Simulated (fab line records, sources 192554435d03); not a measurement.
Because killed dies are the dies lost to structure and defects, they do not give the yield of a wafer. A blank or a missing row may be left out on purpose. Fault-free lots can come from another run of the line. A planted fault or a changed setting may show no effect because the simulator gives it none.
Chamber matching + flow n5Finfet + N5_BEOL_M6_ETCH_65 on rieDiel-06 has 4 sister chambers
The step etches SiARC in CF4, target depth 15.6 nm, time 26 s. 22 wafers are shown with their chamber, then 11 later ones without.

WAFERS, EACH WITH ITS CHAMBER
| wafer  | chamber | showerheadPlenumPTorr (Torr) | etchRfOnTimeS (s) | drypumpMotorCurrentA (A) |
|--------|---------|------------------------------|-------------------|--------------------------|
| L075.3 | 2       | 2.08                         | 24.7              | 5.9                      |
| L075.4 | 1       | 2.10                         | 26.0              | 5.5                      |
| L075.6 | 3       | 2.24                         | 26.5              | 5.5                      |
| L077.4 | 2       | 2.08                         | 24.4              | 5.8                      |
| L077.5 | 0       | 2.06                         | 24.1              | 5.5                      |
| L077.6 | 3       | 2.24                         | 26.4              | 5.5                      |
| L081.2 | 3       | 2.24                         | 26.3              | 5.5                      |
| L081.4 | 2       | 2.08                         | 24.4              | 5.9                      |
| L081.6 | 3       | 2.24                         | 26.1              | 5.5                      |
| L085.2 | 1       | 2.10                         | 26.3              | 5.6                      |
| L085.4 | 2       | 2.07                         | 24.6              | 5.9                      |
| L085.5 | 0       | 2.05                         | 24.3              | 5.5                      |
| L087.2 | 0       | 2.05                         | 24.5              | 5.5                      |
| L087.4 | 1       | 2.10                         | 26.1              | 5.5                      |
| L087.5 | 3       | 2.23                         | 26.5              | 5.5                      |
| L092.1 | 0       | 2.05                         | 24.4              | 5.5                      |
| L092.2 | 2       | 2.07                         | 25.0              | 5.8                      |
| L092.3 | 3       | 2.22                         | 26.7              | 5.5                      |
| L092.4 | 1       | 2.09                         | 26.3              | 5.5                      |
| L092.5 | 3       | 2.22                         | 26.6              | 5.4                      |
| L092.6 | 2       | 2.07                         | 25.0              | 5.8                      |
| L093.2 | 2       | 2.07                         | 24.6              | 5.9                      |

SIGNATURES (means of the wafers above)
| reading               | chamber 0 | chamber 1 | chamber 2 | chamber 3 | scatter within a chamber |
|-----------------------|-----------|-----------|-----------|-----------|--------------------------|
| showerheadPlenumPTorr | 2.0525    | 2.0975    | 2.0743    | 2.2329    | 0.00693                  |
| etchRfOnTimeS         | 24.325    | 26.175    | 24.671    | 26.443    | 0.206                    |
| drypumpMotorCurrentA  | 5.500     | 5.525     | 5.857     | 5.486     | 0.043                    |
Rule: distance of a wafer from a chamber = root of the sum over the readings of ((wafer's reading minus chamber's mean) / reading's scatter) squared. If the next closest chamber is less than 2 further off than the closest, the wafer can't be placed; otherwise it belongs to the closest. The scatter: the root of (the sum of the squares of (reading less its chamber's mean) over the shown wafers, divided by (wafers less chambers)).

WAFERS WHOSE CHAMBER IS MISSING
| wafer  | showerheadPlenumPTorr (Torr) | etchRfOnTimeS (s) | drypumpMotorCurrentA (A) |
|--------|------------------------------|-------------------|--------------------------|
| L093.3 | 2.05                         | 24.4              | 5.5                      |
| L093.6 | 2.07                         | 24.7              | 5.8                      |
| L096.1 | 2.22                         | 26.4              | 5.5                      |
| L096.2 | 2.05                         | 24.5              | 5.5                      |
| L096.3 | 2.06                         | 25.0              | 5.8                      |
| L096.4 | 2.09                         | 26.1              | 5.6                      |
| L096.5 | 2.22                         | 26.4              | 5.5                      |
| L096.6 | 2.05                         | 24.6              | 5.5                      |
| L095.1 | 2.06                         | 24.8              | 5.8                      |
| L095.3 | 2.09                         | 26.3              | 5.6                      |
| L095.5 | 2.22                         | 26.6              | 5.5                      |

WHICH CHAMBER EACH WENT THROUGH
| wafer  | from the rows above | in truth |
|--------|---------------------|----------|
| L093.3 | 0                   | 0        |
| L093.6 | 2                   | 2        |
| L096.1 | 3                   | 3        |
| L096.2 | 0                   | 0        |
| L096.3 | 2                   | 2        |
| L096.4 | 1                   | 1        |
| L096.5 | 3                   | 3        |
| L096.6 | 0                   | 0        |
| L095.1 | 2                   | 2        |
| L095.3 | 1                   | 1        |
| L095.5 | 3                   | 3        |
Placed correctly: 11 of 11. Not placeable from these rows: 0. Placed wrongly: 0.
